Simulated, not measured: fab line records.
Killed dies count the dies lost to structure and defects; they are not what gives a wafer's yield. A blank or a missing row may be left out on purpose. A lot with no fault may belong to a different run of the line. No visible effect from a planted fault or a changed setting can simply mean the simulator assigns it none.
Which of the tools did it?	flow n5Finfet	11 lots (33 wafers sampled), 1 step of a 1938-step route

WHAT EACH GAUGE READ, for each wafer
N5_BEOL_M15_CD_MEAS_17: the cd target is 360 nm. Usual: cdNm 360.3 nm, standard deviation 2.
lot	measured	on	cdNm (nm)	flag
L893	day 11 10:00	cdSem-02	363.5 357.7 362.6	
L894	day 11 13:58	cdSem-02	358.3 360.9 356.2	
L895	day 12 10:23	cdSem-03	363.9 358.1 357.6	
L896	day 12 10:25	cdSem-03	362.5 362.8 360.6	
L899	day 12 18:25	cdSem-01	355.3 359.0 357.5	
L902	day 13 09:14	cdSem-03	355.2 358.4 358.7	
L911	day 16 02:26	cdSem-03	360.0 359.2 357.8	
L912	day 16 17:59	cdSem-03	361.5 362.0 362.0	
L914	day 16 19:04	cdSem-03	360.7 360.9 362.0	
L915	day 17 11:17	cdSem-01	361.1 363.2 364.1	
L913	day 17 19:52	cdSem-01	360.2 360.0 360.3	

WHAT TOOL EACH LOT RAN ON (gives the tool, then ch and the chambers of the sampled wafers, and finally the start)
There is no process step in the record ahead of these readings.

WHAT THE TOOLS THEMSELVES READ (means of the sampled wafers that have a number; where no wafer has one, the mark that the record gives instead)
The record holds no such reading with a usual standard deviation.

THE ANSWER, worked out from the rows above alone
Rule: a lot counts as off when the mean over its wafers that have a number is more than 3 standard deviations away from the usual mean. A lot without any number at a reading at which 4 lots or more have one is off too. The other lots that the step has rows for count as sound. First the gauges in route order, then the tools' own readings, where a lot's mean is used as printed above. The first step at which some lot is off is used, and at that step the reading that is off furthest; a lot without a number counts as furthest.
No lot is off at any reading shown: from this, nothing can be told.

WHAT WAS PUT IN BY THE SIMULATOR
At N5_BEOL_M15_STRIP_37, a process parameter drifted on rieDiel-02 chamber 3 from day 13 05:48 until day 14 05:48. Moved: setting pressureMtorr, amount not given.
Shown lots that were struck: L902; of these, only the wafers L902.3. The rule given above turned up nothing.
